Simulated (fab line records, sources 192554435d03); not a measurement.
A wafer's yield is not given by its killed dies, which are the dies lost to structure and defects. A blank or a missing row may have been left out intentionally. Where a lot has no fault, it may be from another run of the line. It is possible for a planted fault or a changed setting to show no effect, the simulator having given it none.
Split-lot experiment + flow n5-finfet + 7 lots, 21 wafers read, on a route of 1938 steps

ABOUT THE SPLIT
At N5_BEOL_M13_COAT_65 (time 60 s, resist thk 350 nm), the setting spin-rpm was moved away from the recipe's 1500 rpm on 7 of the 21 wafers read, by -9.8% to +9.6%. All remaining wafers had this setting at the recipe value.

The reading comes from the split's own step.

THE READING
SOC_of_BEOL_M13_COAT_65.thk-nm (the simulator's own value, which no gauge read), in nm, at N5_BEOL_M13_COAT_65 (time 60 s, resist thk 350 nm). The file gives no usual value for it. Average 351.2 nm, standard deviation 0.87 nm, over the 14 wafers here run with the recipe.

| wafer  | tool, chamber at the split | spin-rpm as run, rpm | against the recipe | SOC_of_BEOL_M13_COAT_65.thk-nm, nm | against lot-mates on the recipe |
|--------|----------------------------|----------------------|--------------------|------------------------------------|---------------------------------|
| L082.4 | litho-track-05, 0          | 1644                 | +9.6%              | 334.8                              | -15.6                           |
| L082.5 | litho-track-05, 0          | 1644                 | +9.6%              | 334.4                              | -16.0                           |
| L082.6 | litho-track-05, 0          | 1500                 | recipe             | 350.4                              | -                               |
| L088.2 | litho-track-03, 0          | 1500                 | recipe             | 350.4                              | -                               |
| L088.3 | litho-track-03, 0          | 1500                 | recipe             | 350.4                              | -                               |
| L088.5 | litho-track-03, 0          | 1500                 | recipe             | 349.4                              | -                               |
| L092.3 | litho-track-05, 0          | 1500                 | recipe             | 352.2                              | -                               |
| L092.4 | litho-track-05, 0          | 1500                 | recipe             | 352.2                              | -                               |
| L092.6 | litho-track-05, 0          | 1500                 | recipe             | 352                                | -                               |
| L090.2 | litho-track-01, 0          | 1500                 | recipe             | 351.2                              | -                               |
| L090.4 | litho-track-01, 0          | 1565                 | +4.3%              | 345.8                              | -6.0                            |
| L090.6 | litho-track-01, 0          | 1500                 | recipe             | 352.4                              | -                               |
| L091.1 | litho-track-05, 0          | 1500                 | recipe             | 351.8                              | -                               |
| L091.4 | litho-track-05, 0          | 1409                 | -6.1%              | 362                                | +10.2                           |
| L091.6 | litho-track-05, 0          | 1409                 | -6.1%              | 362.6                              | +10.8                           |
| L095.1 | litho-track-05, 0          | 1500                 | recipe             | 350.4                              | -                               |
| L095.2 | litho-track-05, 0          | 1353                 | -9.8%              | 369.8                              | +19.4                           |
| L095.5 | litho-track-05, 0          | 1353                 | -9.8%              | 368.8                              | +18.4                           |
| L096.1 | litho-track-01, 0          | 1500                 | recipe             | 351                                | -                               |
| L096.3 | litho-track-01, 0          | 1500                 | recipe             | 351                                | -                               |
| L096.5 | litho-track-01, 0          | 1500                 | recipe             | 351.8                              | -                               |

FIT RESULTS
A straight line over all 21 wafers: SOC_of_BEOL_M13_COAT_65.thk-nm changes by -1.77 nm for each +1% of spin-rpm; r = -0.99; the points scatter about the line by 0.95 nm.
The same after taking each lot's own level away (the mean of its wafers on the recipe; 21 wafers): -1.76 nm for each +1%; r = -1.00; scatter 0.76 nm.
On that fit, the largest move of spin-rpm shifts the reading by 17 nm.
Measured against the standard deviation above, the lots' own levels, which go from 350.07 to 352.13 nm, span 2.4 times it.
The two slopes agree, so the slope changes little with the lot-to-lot level.
Check: +17 nm against its lot-mates is what the line predicts for one of the wafers moved furthest among these (-9.8%) when that wafer is left out of the fit. It came out at +19.4 nm against them.

THE OTHER SPLITS THESE WAFERS WENT THROUGH
Before the reading, these wafers also passed through other splits. Each is held against what the fit with the lots' levels taken away leaves over:
| other split on the same wafers | wafers away from the commonest value | r with SOC_of_BEOL_M13_COAT_65.thk-nm (lot level and that fit taken away) |
|--------------------------------|--------------------------------------|---------------------------------------------------------------------------|
| N5_BEOL_M11_ETCH_41 time-s     | 4                                    | +0.18                                                                     |
| N5_BEOL_M12_ETCH_67 source-w   | 10                                   | +0.19                                                                     |
| N5_BEOL_M12_ETCH_38 time-s     | 6                                    | -0.13                                                                     |

THE FILE'S OWN FIT
SOC_of_BEOL_M13_COAT_65.thk-nm changes by -1.75 nm for each +1% of spin-rpm, r = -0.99.
